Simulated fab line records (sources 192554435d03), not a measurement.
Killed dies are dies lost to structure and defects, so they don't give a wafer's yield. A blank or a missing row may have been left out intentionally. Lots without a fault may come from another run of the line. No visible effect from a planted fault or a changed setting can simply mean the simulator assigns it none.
Which tool was responsible? ; flow n5 finfet ; 11 lots (31 wafers sampled), 1 step of a 1938-step route

WHAT EACH GAUGE READ, for each wafer
N5_BEOL_M8_INSPECT_30: inspects for defects (brightfield). Usual: raw defect count at 409, with a standard deviation of 100.
lot;measured;on;raw defect count;flag
L701;day 9 09:58;defect inspect-01;407 479 431;
L704;day 9 22:31;defect inspect-01;518 678;
L706;day 10 01:17;defect inspect-02;438 330 387;
L713;day 12 12:25;defect inspect-01;451 342 390;
L712;day 12 22:03;defect inspect-01;413 429 460;
L715;day 13 05:32;defect inspect-01;364 346 309;
L716;day 13 14:41;defect inspect-02;289 330 296;
L720;day 14 12:02;defect inspect-02;379 354 415;
L721;day 14 12:17;defect inspect-02;516 370;
L723;day 15 07:37;defect inspect-01;409 381 412;
L724;day 15 15:52;defect inspect-01;407 538 844;

WHICH TOOL RAN EACH LOT (tool, then ch and the chambers of the sampled wafers, then the start)
There is no process step in the record ahead of these readings.

AS READ BY THE TOOLS THEMSELVES (means over the sampled wafers that have a number; for cases with no such wafer, the mark the record gives instead)
The record holds no such reading with a usual standard deviation.

THE ANSWER, worked out from the rows above alone
Rule: take the mean of a lot's wafers that have a number; if it is more than 3 standard deviations from the usual mean, the lot is off. Also off: a lot with no number at a reading for which 4 or more lots have one. The other lots that the step has rows for count as sound. After the gauges, taken in route order, come the tools' own readings; for these a lot's mean is taken, as printed above. The first step at which some lot is off is used, and at that step the reading that is off furthest; a lot without a number counts as furthest.
No lot is off at any reading shown: from this, nothing can be told.

WHAT THE SIMULATOR HAD PUT IN
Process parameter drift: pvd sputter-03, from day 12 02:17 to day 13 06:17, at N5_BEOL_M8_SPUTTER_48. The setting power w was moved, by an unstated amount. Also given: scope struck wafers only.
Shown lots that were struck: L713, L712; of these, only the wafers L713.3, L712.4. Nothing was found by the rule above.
